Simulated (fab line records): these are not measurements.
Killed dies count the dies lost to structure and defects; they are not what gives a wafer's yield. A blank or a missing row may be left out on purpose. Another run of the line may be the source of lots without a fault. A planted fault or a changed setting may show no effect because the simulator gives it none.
Matching of chambers	flow n5 finfet	4 sister chambers for N5_BEOL_M11_ETCH_62 on rie diel-04
The step etches SOC in N2/H2, target depth 110 nm, overetch 22 nm, time 165 s. 4 wafers are shown with their chamber, then 7 later ones without.

## WAFERS PAIRED WITH THEIR CHAMBERS
wafer	chamber	drypump motor current A (A)
L075.1	2	5.3
L085.1	3	5.7
L086.2	1	6.3
L086.4	0	5.8

## WAFERS WITH NO CHAMBER GIVEN
wafer	drypump motor current A (A)
L086.5	6.3
L076.3	6.3
L076.4	5.3
L076.6	6.2
L092.1	6.3
L092.2	5.2
L092.4	5.6

## WHICH CHAMBER EACH WENT THROUGH
wafer	from the rows above	in truth
L086.5	1	1
L076.3	1	1
L076.4	2	2
L076.6	1	1
L092.1	1	1
L092.2	2	2
L092.4	can't be placed: 3 or 0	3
Placed correctly: 6 of 7. From these rows, 1 cannot be placed; in 1 the true chamber is one of the candidates. 0 placed wrongly.
How it was worked out, from the rows above alone: a wafer's distance from a chamber is the root of the sum, over the readings, of the square of ((its reading less the chamber's mean) divided by the reading's scatter). If the next closest chamber is less than 2 further off than the closest, the wafer can't be placed; otherwise it belongs to the closest. The mean given for a chamber averages the wafers shown for that chamber. The scatter: root of mean squared gap, hidden wafer to nearest shown wafer, with one shown wafer a chamber.
